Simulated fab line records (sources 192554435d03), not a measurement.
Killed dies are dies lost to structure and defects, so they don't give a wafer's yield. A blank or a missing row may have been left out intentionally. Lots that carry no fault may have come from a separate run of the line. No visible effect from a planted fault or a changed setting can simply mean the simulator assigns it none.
Code-filled problem report in 8D (eight disciplines) form -- flow n5 finfet -- the parts of the form that need people (team, actions taken, sign-off) are left out

== 1. WHAT WENT WRONG ==
Mean of etch rf on time s at N5_BEOL_M2_ETCH_69: 19.5 s across 3 wafers in 3 lots; on wafers with no fault it is 26.4 s (standard deviation 0.75). That is -9.2 standard deviations from the usual mean.
The step: etches SiARC in CF4, target depth 15.6 nm, time 26 s.
First seen on wafer L639.2, day 8 05:49, on rie diel-06. The record has a number at this step for 25 wafers belonging to 9 lots. Rule for "out", or "out of limits": more than 4 standard deviations from the usual mean. Any other wafer with a number is counted as sound.

== 2. WHAT IT IS; WHAT IT IS NOT ==
question,is,is not
which readings at this step,etch rf on time s,"oes product au, rf fwd power W, rf vpp V, showerhead plenum p Torr, throttle valve pct"
which lots,"L639, L642, L644","L638, L652, L653, L655, L656, L658"
which wafers of those lots,"L639.2, L642.1, L644.2","L639.4, L639.6, L642.5, L644.4"
read on which tools,rie diel-06,rie diel-02
when,from day 8 05:49,"up to then (5 sound wafers); but 17 sound wafers of L642, L644, L652, L653, L655, L656, L658 came after"

== 3. THE SUSPECTS, EACH WITH WHAT RULES IT OUT ==
Counting: any tool at a process step up to the reading remains a suspect provided it ran every lot that is out. Sound lots after the first of them don't rule it out here, since some wafers of a struck lot are sound.
- rie diel-06 at N5_BEOL_M2_DESCUM_33 (chemistry O2, time 7 s): kept. It ran every lot that is out, first L639 (day 8 05:46); its last sound lot up to then is L638 (day 7 13:03).
- rie diel-06 at N5_BEOL_M2_ETCH_77 (etches underlayer in N2/H2, target depth 6.5 nm, time 5.2 s): kept. It ran every lot that is out, first L639 (day 8 05:48); its last sound lot up to then is L638 (day 7 13:05).
- rie diel-06 at N5_BEOL_M2_ETCH_69 (etches SiARC in CF4, target depth 15.6 nm, time 26 s): kept. It ran every lot that is out, first L639 (day 8 05:49); its last sound lot up to then is L638 (day 7 13:06). Its own readings are out on those wafers: etch rf on time s.
rie diel-06 at N5_BEOL_M2_DESCUM_33, rie diel-06 at N5_BEOL_M2_ETCH_77 and rie diel-06 at N5_BEOL_M2_ETCH_69 are what is left after counting.

== 4. THE CAUSE (what the simulator had put in) ==
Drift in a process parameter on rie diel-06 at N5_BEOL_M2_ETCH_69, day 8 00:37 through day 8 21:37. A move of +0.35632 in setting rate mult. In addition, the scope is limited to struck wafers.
3 suspects survive the count, and this tool is in that group.

== 5. THE CHAIN OF EFFECTS, in route order ==
Each row: a reading where the mean over the struck wafers with a number is more than 3 standard deviations away from the usual. Readings are gone through only where the record gives a usual standard deviation; hours: the median, over the lots, of the time from a lot's start at the first step in this table giving one to that lot's start at this step; sigmas: the change measured in usual standard deviations.
hours,step,reading,usual,on struck wafers,change,sigmas
0,N5_BEOL_M2_ETCH_69,etch rf on time s,26.4 s,19.5,-6.9,-9.2
152,N5_PASSIVATION_PROBE_49,sort_bin_8_speed,0.0 %,1.0,+1.0,+3.0
Process steps it contains:
- N5_BEOL_M2_ETCH_69: etches SiARC in CF4, target depth 15.6 nm, time 26 s.
- N5_PASSIVATION_PROBE_49
Later steps that measure or inspect, where all struck wafers having a row at the step show a number for every such reading and not one has moved that far: N5_BEOL_M4_RC_MEAS_101.

== 6. WHAT WOULD HAVE CAUGHT IT SOONER ==
In this record the first reading out of limits was taken at day 8 05:49, 5 hours after the fault began at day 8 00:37.
